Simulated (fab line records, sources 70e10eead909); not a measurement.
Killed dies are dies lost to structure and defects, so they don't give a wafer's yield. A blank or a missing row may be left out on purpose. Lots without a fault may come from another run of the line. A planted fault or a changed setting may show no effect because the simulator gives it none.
Which tool did it? | flow nand_harc | 6 lots, 18 wafers sampled, at 5 steps of a route of 1302

WHAT THE GAUGES READ, wafer by wafer
NHARC_A_CONTACT_INSPECT_23.
lot  | measured     | on                | raw_defect_count
L235 | day 22 12:30 | defect_inspect-02 | 659 612 475
L239 | day 24 04:02 | defect_inspect-02 | 404 514 404
L243 | day 26 00:08 | defect_inspect-01 | 527 745 587
L247 | day 27 07:15 | defect_inspect-01 | 431 449 589
L257 | day 31 13:09 | defect_inspect-01 | 414 487 409

WHICH TOOL RAN EACH LOT (tool, then ch and the chambers of the sampled wafers, then the start)
lot  | NHARC_A_CONTACT_ETCH_138             | NHARC_A_CONTACT_STRIP_26                      | NHARC_A_CONTACT_CVD_19        | NHARC_A_CONTACT_CMP_20
L235 | har_cap_etch-03 ch 0,1, day 22 09:02 | rie_diel-11 ch 0,3, day 22 11:19 or earlier   | cvd_w-02 ch 0, day 22 11:19   | cmp-02 ch 1,2, day 22 12:05
L239 | har_cap_etch-02 ch 0,1, day 24 00:25 | rie_diel-01 ch 0,1, day 24 02:44 or earlier   | cvd_w-02 ch 1, day 24 02:44   | cmp-04 ch 1,3, day 24 03:39
L243 | har_cap_etch-02 ch 0,1, day 25 20:44 | rie_diel-11 ch 1,2,3, day 25 23:05 or earlier | cvd_w-02 ch 0,1, day 25 23:05 | cmp-02 ch 0,3, day 25 23:43
L247 | har_cap_etch-03 ch 0,1, day 27 03:46 | rie_diel-01 ch 0,3, day 27 05:58 or earlier   | cvd_w-01 ch 0,1, day 27 05:58 | cmp-02 ch 0,1,2, day 27 06:54
L251 | har_cap_etch-03 ch 0,1, day 28 18:31 | rie_diel-11 ch 0,2, day 28 20:43 or earlier   | cvd_w-01 ch 0, day 28 20:43   | cmp-04 ch 0,2,3, day 28 21:37
L257 | har_cap_etch-01 ch 0,1, day 31 09:23 | rie_diel-05 ch 2,3, day 31 11:59 or earlier   | cvd_w-02 ch 0,1, day 31 11:59 | cmp-02 ch 0,2,3, day 31 12:48
- NHARC_A_CONTACT_ETCH_138: etches the open film in C4F8/O2/Ar, time 311 s, target depth 1914 nm.
- NHARC_A_CONTACT_STRIP_26: strips in O2.
- NHARC_A_CONTACT_CVD_19: deposits W, target thk 300 nm, time 802 s.
- NHARC_A_CONTACT_CMP_20: polishes, t overpolish 30 s, target thk 300 nm.

THE ANSWER, worked out from the rows above alone
Rule: what is usual is taken from the lots themselves. Put in order of their means at a reading, lots are off if they are a third of the lots or fewer, leave a main group of 4 or more, and stand apart from it by a gap of 3 or more times the standard deviation of the main group's means; of several such gaps the widest counts. A main group whose means are all the same, to the digits that the tables above print for the reading, isn't used. A lot without any number at a reading at which 4 lots or more have one is off too. The other lots that the step has rows for count as sound.
No lot is off at any reading shown: from this, nothing can be told.

WHAT THE SIMULATOR HAD PUT IN
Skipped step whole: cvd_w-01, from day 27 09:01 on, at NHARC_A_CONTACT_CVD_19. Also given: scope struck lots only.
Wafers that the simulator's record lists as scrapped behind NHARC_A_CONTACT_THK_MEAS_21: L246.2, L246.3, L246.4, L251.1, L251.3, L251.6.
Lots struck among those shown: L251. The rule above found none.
